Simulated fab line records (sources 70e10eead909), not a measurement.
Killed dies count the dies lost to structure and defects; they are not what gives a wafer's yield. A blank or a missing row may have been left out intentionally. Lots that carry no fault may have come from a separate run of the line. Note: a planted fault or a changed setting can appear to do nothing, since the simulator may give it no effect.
Problem report, 8D (eight disciplines) form, completed by code || flow nand-harc || the parts of the form that need people (team, actions taken, sign-off) are left out

== 1. WHAT IS WRONG ==
Wafers without a fault read 55, standard deviation 12; killed-at-array at NHARC_END_SORT_01 reads a mean of 674 on 9 wafers belonging to 3 lots. Relative to the usual mean, that is a shift of +52 standard deviations.
Seen first at day 30 09:40 on prober-02, wafer L816.1. The record has a number at this step for 36 wafers belonging to 12 lots. By rule, "out" or "out of limits" means more than 4 standard deviations away from the usual mean. The rest of the wafers with a number are treated as sound.

== 2. WHAT THIS IS AND IS NOT ==
{"question": "which readings at this step", "is": "killed-at-array, killed-dies", "is not": "killed-at-other, killed-at-periphery, killed-open, killed-short"}
{"question": "which lots", "is": "L813, L814, L816", "is not": "L801, L803, L804, L805, L807, L809, L812, L821, L823"}
{"question": "which wafers of those lots", "is": "all that have a number", "is not": "-"}
{"question": "read on which gauges", "is": "prober-01, prober-02", "is not": "-"}
{"question": "when", "is": "from day 30 09:40", "is not": "up to then (21 sound wafers); but 6 sound wafers of L821, L823 came after"}

== 3. THE SUSPECTS, EACH WITH WHAT RULES IT OUT ==
Counting: a tool stays on the suspect list if, at a process step up to the reading, it processed all lots that are out and no sound lot following the first of them.
- ruled out: the gauge at NHARC_END_SORT_01. 2 gauges (prober-01, prober-02) read the wafers that are out.
- rie-diel-07 at NHARC_A_CHANNEL_HOLE_D1_DESCUM_15 (chemistry O2, time 3 s): kept. All lots that are out passed through it, beginning with L813 at day 14 16:28, and no sound lot followed; its final sound lot before that point was L809 at day 12 01:12.
- rie-diel-07 at NHARC_A_CHANNEL_HOLE_D1_ETCH_39 (etches the open film in N2/H2, target depth 260 nm, time 325 s): kept. All lots that are out passed through it, beginning with L813 at day 14 16:40, and no sound lot followed; its final sound lot before that point was L809 at day 12 01:25. Its own readings are out on those wafers: oes-product-au.
Remaining after the count are rie-diel-07 at NHARC_A_CHANNEL_HOLE_D1_DESCUM_15 and rie-diel-07 at NHARC_A_CHANNEL_HOLE_D1_ETCH_39.

== 4. THE CAUSE (what the simulator had put in) ==
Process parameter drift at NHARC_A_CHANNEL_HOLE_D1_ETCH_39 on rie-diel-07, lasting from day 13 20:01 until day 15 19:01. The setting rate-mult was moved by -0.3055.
Of the 2 suspects that counting leaves, this tool is one.

== 5. SEQUENCE OF EFFECTS, ordered by route ==
One row per reading whose mean, taken over the struck wafers that have a number, lies over 3 standard deviations from the usual. Only readings for which the record gives a usual standard deviation are gone through. hours: the time from each lot's start at the first step in this table that gives one to its start at this step, as a median over the lots. sigmas: the change in usual standard deviations.
{"hours": 0, "step": "NHARC_A_CHANNEL_HOLE_D1_ETCH_39", "reading": "oes-product-au", "usual": "1.002 a.u.", "on struck wafers": 0.810, "change": -0.192, "sigmas": -21}
{"hours": 376, "step": "NHARC_END_SORT_01", "reading": "killed-at-array", "usual": 55, "on struck wafers": 674, "change": "+619", "sigmas": "+52"}
{"hours": 376, "step": "NHARC_END_SORT_01", "reading": "killed-dies", "usual": 60, "on struck wafers": 677, "change": "+617", "sigmas": "+51"}
Its process steps:
- NHARC_A_CHANNEL_HOLE_D1_ETCH_39: etches the open film in N2/H2, target depth 260 nm, time 325 s.

== 6. WHAT WOULD HAVE CAUGHT IT SOONER ==
Counted from the fault's start at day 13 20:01, it took 398 hours until the first out-of-limits reading at a measuring or inspecting step in this record, taken at day 30 09:40.
Tool's own readings at NHARC_A_CHANNEL_HOLE_D1_ETCH_39, oes-product-au: out on all struck wafers the step has rows for; an alarm limit on them would have tripped on the first.
The start of NHARC_A_CHANNEL_HOLE_D1_ETCH_39 on rie-diel-07 came by day 30 09:40 for every one of the lots that are out (3). Holding the tool at that point would not have protected any of them.
